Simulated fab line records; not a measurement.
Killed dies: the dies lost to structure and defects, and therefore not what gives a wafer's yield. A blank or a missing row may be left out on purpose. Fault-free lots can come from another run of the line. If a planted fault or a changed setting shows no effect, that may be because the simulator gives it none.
Chamber matching + flow n5Finfet + 3 sister chambers for N5_BEOL_M0_SAQP_PECVD_96 on pecvd-03
The step deposits a-Si from SiH4/He, target thk 45 nm, time 45.2 s. 3 wafers are shown with their chamber, then 10 later ones without.

== WAFERS, EACH WITH ITS CHAMBER ==
| wafer  | chamber | throttleValvePct (%) |
|--------|---------|----------------------|
| L085.4 | 1       | 19.4                 |
| L091.4 | 2       | 16.6                 |
| L091.5 | 0       | 19.2                 |

== WAFERS MISSING THEIR CHAMBER ==
| wafer  | throttleValvePct (%) |
|--------|----------------------|
| L091.6 | 19.3                 |
| L094.1 | 16.8                 |
| L094.3 | 19.5                 |
| L094.5 | 19.4                 |
| L095.4 | 16.8                 |
| L095.5 | 19.2                 |
| L095.6 | 19.1                 |
| L097.2 | 16.4                 |
| L097.3 | 19.3                 |
| L097.5 | 19.4                 |

== THE CHAMBER EACH PASSED THROUGH ==
| wafer  | from the rows above     | in truth |
|--------|-------------------------|----------|
| L091.6 | can't be placed: 1 or 0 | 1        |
| L094.1 | 2                       | 2        |
| L094.3 | can't be placed: 1 or 0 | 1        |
| L094.5 | can't be placed: 1 or 0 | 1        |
| L095.4 | 2                       | 2        |
| L095.5 | can't be placed: 0 or 1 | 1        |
| L095.6 | can't be placed: 0 or 1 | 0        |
| L097.2 | 2                       | 2        |
| L097.3 | can't be placed: 1 or 0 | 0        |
| L097.5 | can't be placed: 1 or 0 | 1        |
3 of 10 placed correctly. Can't be placed from these rows: 7 (the true chamber is among the candidates in 7). Placed wrongly: 0.
How it was worked out, from the rows above alone: a wafer's distance from a chamber is the root of the sum, over the readings, of the square of ((its reading less the chamber's mean) divided by the reading's scatter). If the next closest chamber is less than 2 further off than the closest, the wafer can't be placed; otherwise it belongs to the closest. Each chamber's mean is taken over the wafers shown for it. The scatter (one wafer shown for each chamber): square how far every hidden wafer sits from the nearest shown wafer, average those squares and take the square root.
